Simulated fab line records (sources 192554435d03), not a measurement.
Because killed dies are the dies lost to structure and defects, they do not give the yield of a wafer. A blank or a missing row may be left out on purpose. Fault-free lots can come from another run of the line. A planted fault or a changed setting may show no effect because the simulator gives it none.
fab line records ; flow n5_finfet
[record] lots = 7; wafers = 21
route steps=1938 shown BEOL_M7@1273 BEOL_M9@1401 BEOL_M10@1513 BEOL_M11@1587 BEOL_M12@1609
start_h: hours from the record's opening day to when the first of the lot's shown wafers began ; wait_h: hours elapsed since this lot's preceding step ; " identical to the entry in the row above ; L1.1+2: a row that stands for several wafers ; - no value present, or no start provided ; * or withheld: withheld ; < > ~ a bound
route shown NAME@n: NAME is a module with steps in the file, n the number in the route of the first one ; usual: mean/standard deviation of fault-free wafers ; same: alike in all rows ; chamber/n: place in a boat ; sites: readings site by site ; _std_site: standard deviation of those values ; _edge_site: the outer-site mean with the inner-site mean subtracted ; radius_mm: for every site, how far away it sits from the centre of the wafer ; mask NAME#n: copy n ; behind: tool/chamber where the wafer was last shaped ; hold: cause of the lot's hold/its duration in hours/its outcome ; device: the transistor (n, p or np) that didn't switch ; end of line: the same wafers' tests at the end of the route ; step lacking rows: just its recipe ; killed: at the first sort, the dies lost to defects and structure; wafer yield is something else ; map: dies across one wafer; x = killed, . = not, _ = none there
set.NAME: the setting that was run; set.NAME@STEP: the one run at that earlier step ; model.NAME: the simulator's own value behind a step, which no gauge read
one table per step and one row per wafer, for lots whose settings were changed on purpose
[[steps]]
[step N5_BEOL_M7_EXPOSE_08]
[recipe] mask_id = M7; na = 1.35; source_shape = dipole; sigma_inner = 0.817; sigma_outer = 0.97; polarization = te; dose_mj = 68.25
lot.wafer;tool;chamber;start_h;wait_h;mask;set.dose_mj
L075.2+3+6;arfi_scanner-02;0;247.59;-;M7#0;68.25
L079.1+2+5;arfi_scanner-01;0;261.43;-;M7#0;68.25
L085.1+4;arfi_scanner-01;0;300.02;-;M7#0;68.25
L085.5;arfi_scanner-01;0;300.02;-;M7#0;65.07
L088.2+4+5;arfi_scanner-03;0;306.69;-;M7#0;68.25
L087.2+5+6;arfi_scanner-01;0;317.78;-;M7#0;68.25
L092.1+5;arfi_scanner-02;0;345.77;-;M7#0;66.1
L092.2;arfi_scanner-02;0;345.77;-;M7#0;68.25
L097.2+4;arfi_scanner-03;0;372.61;-;M7#0;72.47
L097.3;arfi_scanner-03;0;372.61;-;M7#0;68.25
[step N5_BEOL_M7_PEB_09]
[recipe] peb_temp_c = withheld; peb_time_s = 60; resist = CAR-ArF
[step N5_BEOL_M7_DEVELOP_10]
[recipe] develop_time_s = 30; developer = TMAH; resist = CAR-ArF; rinse_liquid = diw; dry = air_spin; dev_temp_c = 23
[step N5_BEOL_M7_CD_MEAS_11]
[recipe] target_cd_nm = 38.5; landing_energy_ev = 500; detector = se_inlens; polarity = opening
[usual] cd_nm = 38.7/0.59
lot.wafer;tool;chamber;start_h;wait_h;set.dose_mj@BEOL_M7_EXPOSE_08;cd_nm
L075.2;cd_sem-02;0;247.72;-;68.25;38.1
L075.3;cd_sem-02;0;247.72;-;68.25;38.4
L075.6;cd_sem-02;0;247.72;-;68.25;39.0
L079.1;cd_sem-02;0;261.55;-;68.25;39.2
L079.2;cd_sem-02;0;261.55;-;68.25;38.8
L079.5;cd_sem-02;0;261.55;-;68.25;39.6
L085.1;cd_sem-02;0;300.14;-;68.25;38.5
L085.4;cd_sem-02;0;300.14;-;68.25;39.0
L085.5;cd_sem-02;0;300.14;-;65.07;36.8
L088.2;cd_sem-02;0;306.81;-;68.25;38.4
L088.4;cd_sem-02;0;306.81;-;68.25;38.6
L088.5;cd_sem-02;0;306.81;-;68.25;38.3
L087.2;cd_sem-02;0;317.90;-;68.25;37.5
L087.5;cd_sem-02;0;317.90;-;68.25;38.1
L087.6;cd_sem-02;0;317.90;-;68.25;38.1
L092.1;cd_sem-02;0;345.90;-;66.1;38.8
L092.2;cd_sem-02;0;345.90;-;68.25;39.6
L092.5;cd_sem-02;0;345.90;-;66.1;37.1
L097.2;cd_sem-01;0;372.74;-;72.47;42.2
L097.3;cd_sem-01;0;372.74;-;68.25;37.9
L097.4;cd_sem-01;0;372.74;-;72.47;41.6
[step N5_BEOL_M7_DESCUM_16]
[recipe] chemistry = O2; time_s = 7.9; source_power_w = 50; bias_power_w = 20; pressure_mtorr = 20; rf_frequency_hz = 2.712e+07; temp_c = 40; resist = CAR-ArF; o2_flow_sccm = 225
[step N5_BEOL_M7_ETCH_61]
[recipe] chemistry = CF4; target = SiARC; target_depth_a = 455; mask_material = CAR-ArF; time_s = 75.8; ion_energy_ev = 80; pressure_mtorr = 40; source_w = 545; bias_w = 36; Ar_flow_sccm = 100; cf4_flow_sccm = 100; ends = cleared
lot.wafer;tool;chamber;start_h;wait_h;set.dose_mj@BEOL_M7_EXPOSE_08;model.BEOL_M7.cd_offset_nm
L075.2+3;rie_diel-06;0,1;247.84;0.0;68.25;-0.4
L075.6;rie_diel-06;3;247.84;0.0;68.25;0.6
L079.1;rie_diel-06;3;261.68;0.0;68.25;1.2
L079.2;rie_diel-06;1;261.68;0.0;68.25;0
L079.5;rie_diel-06;2;261.68;0.0;68.25;1
L085.1+4;rie_diel-03;0,3;300.27;0.0;68.25;0.2
L085.5;rie_diel-03;0;300.27;0.0;65.07;-2
L088.2;rie_diel-02;1;306.98;0.0;68.25;-0.2
L088.4+5;rie_diel-02;2,1;306.98;0.0;68.25;0.2
L087.2;rie_diel-02;1;318.04;0.0;68.25;-1.2
L087.5;rie_diel-02;3;318.04;0.0;68.25;-0.6
L087.6;rie_diel-02;0;318.04;0.0;68.25;-0.2
L092.1;rie_diel-02;0;346.03;0.0;66.1;-0.8
L092.2;rie_diel-02;3;346.03;0.0;68.25;0.8
L092.5;rie_diel-02;0;346.03;0.0;66.1;-1.6
L097.2;rie_diel-06;1;372.89;0.0;72.47;3
L097.3;rie_diel-06;0;372.89;0.0;68.25;-0.8
L097.4;rie_diel-06;1;372.89;0.0;72.47;2.6
[step N5_BEOL_M7_ETCH_62]
[recipe] chemistry = N2/H2; target = SOC; target_depth_a = 1100; overetch_a = 220; mask_material = SiARC; temp_c = 40; time_s = 165; ion_energy_ev = 200; pressure_mtorr = 30; source_w = 840; bias_w = 150; n2_flow_sccm = 200; h2_flow_sccm = 200
lot.wafer;tool;chamber;start_h;wait_h;set.dose_mj@BEOL_M7_EXPOSE_08;model.BEOL_M7.cd_offset_nm
L075.2;rie_diel-06;0;247.89;0.0;68.25;0
L075.3;rie_diel-06;1;247.89;0.0;68.25;-0.4
L075.6;rie_diel-06;3;247.89;0.0;68.25;0.4
L079.1+5;rie_diel-06;3,2;261.73;0.0;68.25;1
L079.2;rie_diel-06;1;261.73;0.0;68.25;0.2
L085.1;rie_diel-03;0;300.32;0.0;68.25;-0.2
L085.4;rie_diel-03;3;300.32;0.0;68.25;0.2
L085.5;rie_diel-03;0;300.32;0.0;65.07;-2.4
L088.2+4;rie_diel-02;1,2;307.04;0.0;68.25;0.4
L088.5;rie_diel-02;1;307.04;0.0;68.25;0.6
L087.2;rie_diel-02;1;318.10;0.0;68.25;-0.6
L087.5;rie_diel-02;3;318.10;0.0;68.25;-0.8
L087.6;rie_diel-02;0;318.10;0.0;68.25;-0.2
L092.1;rie_diel-02;0;346.09;0.0;66.1;-0.8
L092.2;rie_diel-02;3;346.09;0.0;68.25;0.6
L092.5;rie_diel-02;0;346.09;0.0;66.1;-1.6
L097.2;rie_diel-06;1;372.94;0.0;72.47;3
L097.3;rie_diel-06;0;372.94;0.0;68.25;-0.4
L097.4;rie_diel-06;1;372.94;0.0;72.47;2.6
[step N5_BEOL_M7_STRIP_68]
[recipe] chemistry = N2/H2; temp_c = 40; n2_flow_sccm = 200; h2_flow_sccm = 200; rf_frequency_hz = 6e+07
[step N5_BEOL_M7_STRIP_67]
[recipe] chemistry = CF4; resist = SiARC; power_w = 300; bias_power_w = 75; pressure_mtorr = 50; cf4_flow_sccm = 150; rf_frequency_hz = 6e+07
[step N5_BEOL_M7_HM_OPEN_17]
[recipe] chemistry = Cl2/BCl3; target_depth_a = 200; overetch_a = 60; target = TiN; mask_material = SOC; ion_energy_ev = 150; pressure_mtorr = 10; icp_w = 1000; bias_w = 126; Cl2_flow_sccm = 53.25; bcl3_flow_sccm = 21.75; Ar_flow_sccm = 25
lot.wafer;tool;chamber;start_h;wait_h;set.target_thk_a@BEOL_M7_HM_DEP_02;set.dose_mj@BEOL_M7_EXPOSE_08;model.etch.depth_nm;model.BEOL_M7.cd_offset_nm
L075.2;rie_metal-03;0;248.08;0.0;200;68.25;19.83;-0.2
L075.3;rie_metal-03;0;248.08;0.0;200;68.25;19.82;-0.4
L075.6;rie_metal-03;0;248.08;0.0;200;68.25;19.97;0.4
L079.1;rie_metal-03;0;261.92;0.0;200;68.25;19.85;1
L079.2;rie_metal-03;1;261.92;0.0;200;68.25;20.17;0
L079.5;rie_metal-03;0;261.92;0.0;200;68.25;20.02;1
L085.1;rie_metal-02;0;300.51;0.0;200;68.25;19.7;-0.4
L085.4;rie_metal-02;1;300.51;0.0;190.3;68.25;19.13;0
L085.5;rie_metal-02;1;300.51;0.0;200;65.07;19.79;-2.4
L088.2;rie_metal-01;1;307.23;0.0;200;68.25;19.87;0.4
L088.4;rie_metal-01;0;307.23;0.0;177.7;68.25;17.75;0.6
L088.5;rie_metal-01;1;307.23;0.0;177.7;68.25;17.81;0.6
L087.2;rie_metal-03;0;318.29;0.0;200;68.25;20.27;-0.6
L087.5;rie_metal-03;1;318.29;0.0;200;68.25;20.49;-1
L087.6;rie_metal-03;0;318.29;0.0;200;68.25;20.16;-0.2
L092.1;rie_metal-03;0;346.27;0.0;212;66.1;21.53;-0.8
L092.2;rie_metal-03;1;346.27;0.0;212;68.25;21.13;0.4
L092.5;rie_metal-03;1;346.27;0.0;200;66.1;20.06;-1.8
L097.2;rie_metal-02;1;373.13;0.0;200;72.47;20.02;2.8
L097.3;rie_metal-02;0;373.13;0.0;200;68.25;19.83;-0.4
L097.4;rie_metal-02;1;373.13;0.0;190.3;72.47;18.7;2.6
[step N5_BEOL_M7_STRIP_19]
[recipe] chemistry = O2; power_w = 400; temp_c = 40; pressure_mtorr = 30; rf_frequency_hz = 6e+07; bias_power_w = 0; overash_fraction = 0.2; o2_flow_sccm = 225
[step N5_BEOL_M7_CD_MEAS_18]
[recipe] pitch_nm = 80; target_cd_nm = 40
[usual] cd_nm = 40.0/0.65
lot.wafer;tool;chamber;start_h;wait_h;set.dose_mj@BEOL_M7_EXPOSE_08;cd_nm
L075.2;cd_sem-02;-;248.26;0.1;68.25;39.8
L075.3;cd_sem-02;-;248.26;0.1;68.25;39.4
L075.6;cd_sem-02;-;248.26;0.1;68.25;40.4
L079.1;cd_sem-01;-;262.10;0.0;68.25;41.1
L079.2;cd_sem-01;-;262.10;0.0;68.25;39.8
L079.5;cd_sem-01;-;262.10;0.0;68.25;40.9
L085.1;cd_sem-02;-;300.70;0.0;68.25;39.7
L085.4;cd_sem-02;-;300.70;0.0;68.25;40.2
L085.5;cd_sem-02;-;300.70;0.0;65.07;37.4
L088.2;cd_sem-02;-;307.41;0.1;68.25;40.3
L088.4;cd_sem-02;-;307.41;0.1;68.25;40.5
L088.5;cd_sem-02;-;307.41;0.1;68.25;40.8
L087.2;cd_sem-03;-;318.51;0.1;68.25;39.3
L087.5;cd_sem-03;-;318.51;0.1;68.25;38.9
L087.6;cd_sem-03;-;318.51;0.1;68.25;39.7
L092.1;cd_sem-02;-;346.45;0.0;66.1;39.0
L092.2;cd_sem-02;-;346.45;0.0;68.25;40.4
L092.5;cd_sem-02;-;346.45;0.0;66.1;38.2
L097.2;cd_sem-01;-;373.31;0.1;72.47;42.9
L097.3;cd_sem-01;-;373.31;0.1;68.25;39.5
L097.4;cd_sem-01;-;373.31;0.1;72.47;42.7
[step N5_BEOL_M7_ETCH_41]
[recipe] chemistry = CH3F/O2; target = SiCN; target_depth_a = 319; taper_deg = 2; time_s = 57.8; ion_energy_ev = 120; mask_material = TiN; pressure_mtorr = 30; source_w = 395; bias_w = 75; Ar_flow_sccm = 150; CH3F_flow_sccm = 30; O2_flow_sccm = 20
[usual] rf_vpp_V = 297.4/1.4
lot.wafer;tool;chamber;start_h;wait_h;set.source_w;rf_vpp_V
L075.2;rie_diel-02;3;-;-;395;296.8
L075.3;rie_diel-02;1;-;-;395;299.2
L075.6;rie_diel-02;0;-;-;395;296.6
L079.1;rie_diel-02;2;-;-;348.5;310.1
L079.2;rie_diel-02;3;-;-;395;294.8
L079.5;rie_diel-02;1;-;-;348.5;311.4
L085.1;rie_diel-06;1;-;-;395;298.8
L085.4;rie_diel-06;0;-;-;395;296.5
L085.5;rie_diel-06;1;-;-;371.2;304.4
L088.2;rie_diel-03;0;-;-;395;298.0
L088.4;rie_diel-03;3;-;-;395;298.6
L088.5;rie_diel-03;2;-;-;395;297.8
L087.2;rie_diel-03;2;-;-;395;298.6
L087.5;rie_diel-03;2;-;-;395;299.0
L087.6;rie_diel-03;3;-;-;395;297.6
L092.1;rie_diel-03;1;-;-;440.4;285.4
L092.2;rie_diel-03;3;-;-;395;298.9
L092.5;rie_diel-03;1;-;-;395;298.3
L097.2;rie_diel-02;1;-;-;395;300.0
L097.3;rie_diel-02;3;-;-;395;299.6
L097.4;rie_diel-02;0;-;-;395;296.2
[step N5_BEOL_M7_STRIP_80]
[recipe] chemistry = N2/H2; time_s = 10; power_w = 450; temp_c = 40; pressure_mtorr = 20; rf_frequency_hz = 6e+07; bias_power_w = 7; n2_flow_sccm = 200; h2_flow_sccm = 200
[step N5_BEOL_M7_PRECLEAN_42]
[recipe] chemistry = residue_remover; time_s = 60; temp_c = 40
[step N5_BEOL_M7_SRD_43]
[recipe] time_s = 30; temp_c = 23; rinse_liquid = diw; dry = ipa_marangoni
[step N5_BEOL_M7_CD_MEAS_35]
[recipe] target_cd_nm = 40; polarity = opening
[usual] cd_nm = 39.9/0.68
lot.wafer;tool;chamber;start_h;wait_h;set.dose_mj@BEOL_M7_EXPOSE_08;cd_nm
L075.2;cd_sem-01;-;250.02;0.0;68.25;39.8
L075.3;cd_sem-01;-;250.02;0.0;68.25;39.3
L075.6;cd_sem-01;-;250.02;0.0;68.25;40.4
L079.1;cd_sem-02;-;266.80;0.0;68.25;41.1
L079.2;cd_sem-02;-;266.80;0.0;68.25;40.2
L079.5;cd_sem-02;-;266.80;0.0;68.25;41.4
L085.1;cd_sem-03;-;302.10;0.0;68.25;39.4
L085.4;cd_sem-03;-;302.10;0.0;68.25;40.3
L085.5;cd_sem-03;-;302.10;0.0;65.07;37.8
L088.2;cd_sem-03;-;313.07;0.0;68.25;40.1
L088.4;cd_sem-03;-;313.07;0.0;68.25;40.4
L088.5;cd_sem-03;-;313.07;0.0;68.25;40.7
L087.2;cd_sem-02;-;321.34;0.0;68.25;39.2
L087.5;cd_sem-02;-;321.34;0.0;68.25;39.4
L087.6;cd_sem-02;-;321.34;0.0;68.25;39.3
L092.1;cd_sem-02;-;348.05;0.0;66.1;38.8
L092.2;cd_sem-02;-;348.05;0.0;68.25;40.3
L092.5;cd_sem-02;-;348.05;0.0;66.1;38.1
L097.2;cd_sem-03;-;377.90;0.0;72.47;42.9
L097.3;cd_sem-03;-;377.90;0.0;68.25;39.5
L097.4;cd_sem-03;-;377.90;0.0;72.47;42.2
[step N5_BEOL_M9_ILD_DEP_00]
[recipe] material = SiCOH_lowk; target_thk_a = 3085.1; temp_c = 300; precursor = DEMS/porogen; pressure_torr = 5; rf_w = 500; time_s = 58
lot.wafer;tool;chamber;start_h;wait_h;set.time_s;model.SiCOH_lowk_of_BEOL_M9_ILD_DEP_00.thk_nm
L075.2;pecvd-01;2;258.77;0.0;66.18;352.8
L075.3;pecvd-01;1;258.77;0.0;58;307.6
L075.6;pecvd-01;0;258.77;0.0;66.18;358.8
L079.1;pecvd-01;1;276.75;0.0;58;306.8
L079.2;pecvd-01;2;276.75;0.0;58;314.6
L079.5;pecvd-01;1;276.75;0.0;58;311
L085.1;pecvd-02;0;315.07;0.0;58;317
L085.4;pecvd-02;2;315.07;0.0;66.32;353.4
L085.5;pecvd-02;1;315.07;0.0;66.32;361.4
L088.2;pecvd-01;2;324.07;0.0;58;305.2
L088.4;pecvd-01;1;324.07;0.0;66.43;352
L088.5;pecvd-01;0;324.07;0.0;66.43;352.6
L087.2;pecvd-03;2;332.86;0.0;58;303.8
L087.5;pecvd-03;1;332.86;0.0;58;305.4
L087.6;pecvd-03;2;332.86;0.0;58;305.6
L092.1;pecvd-01;2;360.84;0.0;50.9;270.2
L092.2;pecvd-01;1;360.84;0.0;58;312.8
L092.5;pecvd-01;0;360.84;0.0;58;311.6
L097.2;pecvd-01;2;391.76;0.0;58;308
L097.3;pecvd-01;0;391.76;0.0;62.22;326.4
L097.4;pecvd-01;1;391.76;0.0;62.22;336.4
[step N5_BEOL_M9_CURE_71]
[recipe] temp_c = 385; time_s = 240; ambient = He/Ar; material = SiCOH_lowk
lot.wafer;tool;chamber;start_h;wait_h;set.time_s@BEOL_M9_ILD_DEP_00;model.SiCOH_lowk_of_BEOL_M9_ILD_DEP_00.thk_nm
L075.2;uv_cure-01;1;258.92;0.1;66.18;307.2
L075.3;uv_cure-01;1;258.92;0.1;58;267.2
L075.6;uv_cure-01;1;258.92;0.1;66.18;312.6
L079.1;uv_cure-02;0;276.83;0.0;58;266.4
L079.2;uv_cure-02;0;276.83;0.0;58;273.4
L079.5;uv_cure-02;0;276.83;0.0;58;270.2
L085.1;uv_cure-02;0;315.15;0.0;58;275.4
L085.4;uv_cure-02;0;315.15;0.0;66.32;307.8
L085.5;uv_cure-02;0;315.15;0.0;66.32;315
L088.2;uv_cure-01;1;324.23;0.1;58;265
L088.4;uv_cure-01;1;324.23;0.1;66.43;306.6
L088.5;uv_cure-01;1;324.23;0.1;66.43;307
L087.2;uv_cure-01;0;333.05;0.2;58;263.8
L087.5;uv_cure-01;0;333.05;0.2;58;265.2
L087.6;uv_cure-01;0;333.05;0.2;58;265.4
L092.1;uv_cure-02;2;360.92;0.0;50.9;234.2
L092.2;uv_cure-02;2;360.92;0.0;58;271.8
L092.5;uv_cure-02;2;360.92;0.0;58;270.8
L097.2;uv_cure-01;1;391.92;0.1;58;267.6
L097.3;uv_cure-01;1;391.92;0.1;62.22;284
L097.4;uv_cure-01;1;391.92;0.1;62.22;292.6
[step N5_BEOL_M9_THK_MEAS_01]
[recipe] reads = SiCOH_lowk_of_BEOL_M9_ILD_DEP_00
[usual] M9_ILD_THK = 271/4.1
lot.wafer;tool;chamber;start_h;wait_h;set.time_s@BEOL_M9_ILD_DEP_00;M9_ILD_THK[nm]
L075.2;film_metro-02;-;259.36;0.4;66.18;307
L075.3;film_metro-02;-;259.36;0.4;58;267
L075.6;film_metro-02;-;259.36;0.4;66.18;313
L079.1;film_metro-02;-;277.34;0.4;58;266
L079.2;film_metro-02;-;277.34;0.4;58;274
L079.5;film_metro-02;-;277.34;0.4;58;270
L085.1;film_metro-01;-;316.14;0.8;58;275
L085.4;film_metro-01;-;316.14;0.8;66.32;308
L085.5;film_metro-01;-;316.14;0.8;66.32;315
L088.2;film_metro-01;-;324.66;0.4;58;265
L088.4;film_metro-01;-;324.66;0.4;66.43;307
L088.5;film_metro-01;-;324.66;0.4;66.43;307
L087.2;film_metro-02;-;333.48;0.4;58;264
L087.5;film_metro-02;-;333.48;0.4;58;265
L087.6;film_metro-02;-;333.48;0.4;58;265
L092.1;film_metro-02;-;361.43;0.4;50.9;234
L092.2;film_metro-02;-;361.43;0.4;58;272
L092.5;film_metro-02;-;361.43;0.4;58;271
L097.2;film_metro-02;-;392.36;0.4;58;268
L097.3;film_metro-02;-;392.36;0.4;62.22;284
L097.4;film_metro-02;-;392.36;0.4;62.22;293
[step N5_BEOL_M9_TRENCH_ETCH_37]
[recipe] chemistry = C4F6/O2; target_depth_a = 1514.3; target = SiCOH_lowk; time_s = 49; ion_energy_ev = 250; pressure_mtorr = 30; source_w = 345; bias_w = 185; Ar_flow_sccm = 300; C4F6_flow_sccm = 10; O2_flow_sccm = 10
[usual] rf_vpp_V = 663/17
lot.wafer;tool;chamber;start_h;wait_h;set.source_w;rf_vpp_V
L075.2;rie_diel-06;3;-;-;297.9;709
L075.3;rie_diel-06;2;-;-;345;644
L075.6;rie_diel-06;2;-;-;345;641
L079.1;rie_diel-03;2;-;-;370.5;642
L079.2;rie_diel-03;1;-;-;345;672
L079.5;rie_diel-03;2;-;-;345;666
L085.1;rie_diel-02;3;-;-;291.8;713
L085.4;rie_diel-02;1;-;-;291.8;736
L085.5;rie_diel-02;1;-;-;345;675
L088.2;rie_diel-03;3;-;-;345;666
L088.4;rie_diel-03;2;-;-;304.3;711
L088.5;rie_diel-03;3;-;-;345;665
L087.2;rie_diel-02;2;-;-;345;642
L087.5;rie_diel-02;2;-;-;345;642
L087.6;rie_diel-02;1;-;-;345;674
L092.1;rie_diel-03;1;-;-;392.7;629
L092.2;rie_diel-03;2;-;-;345;666
L092.5;rie_diel-03;2;-;-;392.7;625
L097.2;rie_diel-02;3;-;-;345;666
L097.3;rie_diel-02;0;-;-;365;626
L097.4;rie_diel-02;1;-;-;345;674
[step N5_BEOL_M10_ETCH_41]
[recipe] chemistry = CH3F/O2; target = SiCN; target_depth_a = 426; taper_deg = 2; time_s = 86; ion_energy_ev = 120; mask_material = TiN; pressure_mtorr = 30; source_w = 395; bias_w = 75; Ar_flow_sccm = 150; CH3F_flow_sccm = 30; O2_flow_sccm = 20
[usual] rf_vpp_V = 297.3/1.8
lot.wafer;tool;chamber;start_h;wait_h;set.source_w;rf_vpp_V;model.etch.depth_nm
L075.2;rie_diel-05;3;-;-;465;282.5;36.3
L075.3;rie_diel-05;1;-;-;395;298.2;33.17
L075.6;rie_diel-05;1;-;-;465;280.0;35.06
L079.1;rie_diel-04;1;-;-;395;295.8;32.08
L079.2;rie_diel-04;3;-;-;395;295.9;33.4
L079.5;rie_diel-04;3;-;-;432;285.2;34.57
L085.1;rie_diel-05;1;-;-;395;298.3;32.93
L085.4;rie_diel-05;0;-;-;414.7;291.0;32.83
L085.5;rie_diel-05;2;-;-;414.7;294.3;34.24
L088.2;rie_diel-01;3;-;-;395;295.1;31.79
L088.4;rie_diel-01;1;-;-;395;298.7;32.1
L088.5;rie_diel-01;3;-;-;395;294.6;31.93
L087.2;rie_diel-05;3;-;-;395;300.4;34.39
L087.5;rie_diel-05;2;-;-;395;298.1;33.04
L087.6;rie_diel-05;3;-;-;395;299.8;34.19
L092.1;rie_diel-04;3;-;-;395;296.0;33.22
L092.2;rie_diel-04;0;-;-;395;297.6;32.83
L092.5;rie_diel-04;2;-;-;455.3;285.4;35.5
L097.2;rie_diel-01;2;-;-;438.6;285.9;34.35
L097.3;rie_diel-01;0;-;-;438.6;287.9;34.96
L097.4;rie_diel-01;1;-;-;395;300.4;32.24
[step N5_BEOL_M11_CURE_72]
[recipe] temp_c = 370; time_s = 120; ambient = DMADMS/He; material = SiCOH_lowk
[usual] lamp_power_pct = 52.31/0.054
lot.wafer;tool;chamber;start_h;wait_h;set.time_s;lamp_power_pct
L075.2;uv_cure-02;2;276.55;0.1;120;52.30
L075.3;uv_cure-02;2;276.55;0.1;120;52.32
L075.6;uv_cure-02;2;276.55;0.1;120;52.33
L079.1;uv_cure-03;0;299.60;0.0;120;52.31
L079.2;uv_cure-03;0;299.60;0.0;130.2;51.94
L079.5;uv_cure-03;0;299.60;0.0;130.2;51.91
L085.1;uv_cure-02;1;338.36;0.0;142;51.28
L085.4;uv_cure-02;1;338.36;0.0;142;51.37
L085.5;uv_cure-02;1;338.36;0.0;142;51.31
L088.2;uv_cure-03;0;348.01;0.1;120;52.29
L088.4;uv_cure-03;0;348.01;0.1;95.89;52.28
L088.5;uv_cure-03;0;348.01;0.1;95.89;52.25
L087.2;uv_cure-03;0;351.79;0.1;120;52.25
L087.5;uv_cure-03;0;351.79;0.1;120;52.30
L087.6;uv_cure-03;0;351.79;0.1;120;52.40
L092.1;uv_cure-03;1;385.35;0.0;120;52.31
L092.2;uv_cure-03;1;385.35;0.0;145.6;51.17
L092.5;uv_cure-03;1;385.35;0.0;120;52.26
L097.2;uv_cure-03;0;420.05;0.1;127.7;52.00
L097.3;uv_cure-03;0;420.05;0.1;120;52.21
L097.4;uv_cure-03;0;420.05;0.1;127.7;51.95
[step N5_BEOL_M12_PEB_08]
[recipe] peb_temp_c = 130; peb_time_s = 90
lot.wafer;tool;chamber;start_h;wait_h;set.peb_temp_c
L075.2+3;litho_track-03;0;280.36;0.0;130
L075.6;litho_track-03;0;280.36;0.0;126.9
L079.1+5;litho_track-03;0;302.45;0.1;128.4
L079.2;litho_track-03;0;302.45;0.1;130
L085.1+4+5;litho_track-04;0;342.60;0.1;130
L088.2+4;litho_track-04;0;350.77;0.0;128.3
L088.5;litho_track-04;0;350.77;0.0;130
L087.2+5+6;litho_track-04;0;356.05;0.0;130
L092.1;litho_track-04;0;389.21;0.1;131.9
L092.2+5;litho_track-04;0;389.21;0.1;130
L097.2+3+4;litho_track-05;0;422.83;0.0;130
[step N5_BEOL_M12_DEVELOP_09]
[recipe] develop_time_s = 45; rinse_liquid = diw; dry = air_spin; dev_temp_c = 21
[step N5_BEOL_M12_HARDBAKE_14]
[recipe] temp_c = 130; time_s = 120
[step N5_BEOL_M12_CD_MEAS_10]
[recipe] target_cd_nm = 140; landing_energy_ev = 500; detector = se_inlens; polarity = opening
[usual] cd_nm = 140.8/2.1
lot.wafer;tool;chamber;start_h;wait_h;set.peb_temp_c@BEOL_M12_PEB_08;cd_nm
L075.2;cd_sem-01;0;280.48;-;130;139.9
L075.3;cd_sem-01;0;280.48;-;130;137.0
L075.6;cd_sem-01;0;280.48;-;126.9;128.2
L079.1;cd_sem-03;0;302.56;-;128.4;133.4
L079.2;cd_sem-03;0;302.56;-;130;138.1
L079.5;cd_sem-03;0;302.56;-;128.4;135.9
L085.1;cd_sem-02;0;342.72;-;130;143.5
L085.4;cd_sem-02;0;342.72;-;130;144.6
L085.5;cd_sem-02;0;342.72;-;130;143.5
L088.2;cd_sem-03;0;350.89;-;128.3;135.2
L088.4;cd_sem-03;0;350.89;-;128.3;135.9
L088.5;cd_sem-03;0;350.89;-;130;143.8
L087.2;cd_sem-03;0;356.17;-;130;141.8
L087.5;cd_sem-03;0;356.17;-;130;143.5
L087.6;cd_sem-03;0;356.17;-;130;142.9
L092.1;cd_sem-02;0;389.33;-;131.9;149.3
L092.2;cd_sem-02;0;389.33;-;130;145.2
L092.5;cd_sem-02;0;389.33;-;130;141.9
L097.2;cd_sem-01;0;422.94;-;130;139.9
L097.3;cd_sem-01;0;422.94;-;130;138.4
L097.4;cd_sem-01;0;422.94;-;130;140.4
[[key]]
[split] step = N5_BEOL_M7_EXPOSE_08; setting = dose_mj; stated = 68.25; by = wafer
[response] step = N5_BEOL_M7_CD_MEAS_11; reading = cd_nm; change = +0.563; per = 1%; r = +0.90
[response] step = N5_BEOL_M7_ETCH_61; reading = model.BEOL_M7.cd_offset_nm; change = +0.556; per = 1%; r = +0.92
[response] step = N5_BEOL_M7_ETCH_62; reading = model.BEOL_M7.cd_offset_nm; change = +0.524; per = 1%; r = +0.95
[response] step = N5_BEOL_M7_HM_OPEN_17; reading = model.BEOL_M7.cd_offset_nm; change = +0.498; per = 1%; r = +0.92
[response] step = N5_BEOL_M7_CD_MEAS_18; reading = cd_nm; change = +0.538; per = 1%; r = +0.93
[response] step = N5_BEOL_M7_CD_MEAS_35; reading = cd_nm; change = +0.492; per = 1%; r = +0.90
[split] step = N5_BEOL_M7_ETCH_41; setting = source_w; stated = 395; by = wafer
[response] step = N5_BEOL_M7_ETCH_41; reading = rf_vpp_V; change = -1.24; per = 1%; r = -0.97
[split] step = N5_BEOL_M9_ILD_DEP_00; setting = time_s; stated = 58; by = wafer
[response] step = N5_BEOL_M9_ILD_DEP_00; reading = model.SiCOH_lowk_of_BEOL_M9_ILD_DEP_00.thk_nm; change = +3.21; per = 1%; r = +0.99
[response] step = N5_BEOL_M9_CURE_71; reading = model.SiCOH_lowk_of_BEOL_M9_ILD_DEP_00.thk_nm; change = +2.85; per = 1%; r = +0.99
[response] step = N5_BEOL_M9_THK_MEAS_01; reading = M9_ILD_THK; change = +2.84; per = 1%; r = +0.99
[split] step = N5_BEOL_M9_TRENCH_ETCH_37; setting = source_w; stated = 345; by = wafer
[response] step = N5_BEOL_M9_TRENCH_ETCH_37; reading = rf_vpp_V; change = -3.8; per = 1%; r = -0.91
[split] step = N5_BEOL_M10_ETCH_41; setting = source_w; stated = 395; by = wafer
[response] step = N5_BEOL_M10_ETCH_41; reading = rf_vpp_V; change = -0.961; per = 1%; r = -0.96
[response] step = N5_BEOL_M10_ETCH_41; reading = model.etch.depth_nm; change = +0.165; per = 1%; r = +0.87
[split] step = N5_BEOL_M11_CURE_72; setting = time_s; stated = 120; by = wafer
[response] step = N5_BEOL_M11_CURE_72; reading = lamp_power_pct; shape = bent; at_lowest = *; at_stated = *; at_highest = *
[split] step = N5_BEOL_M12_PEB_08; setting = peb_temp_c; stated = 130; by = wafer
[response] step = N5_BEOL_M12_CD_MEAS_10; reading = cd_nm; change = +4.31; per = 1%; r = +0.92
split outside_this_file step=N5_BEOL_M7_HM_DEP_02 setting=target_thk_a
// split outside_this_file: this setting was split too, and the file shows its column; the key of that split is in another file
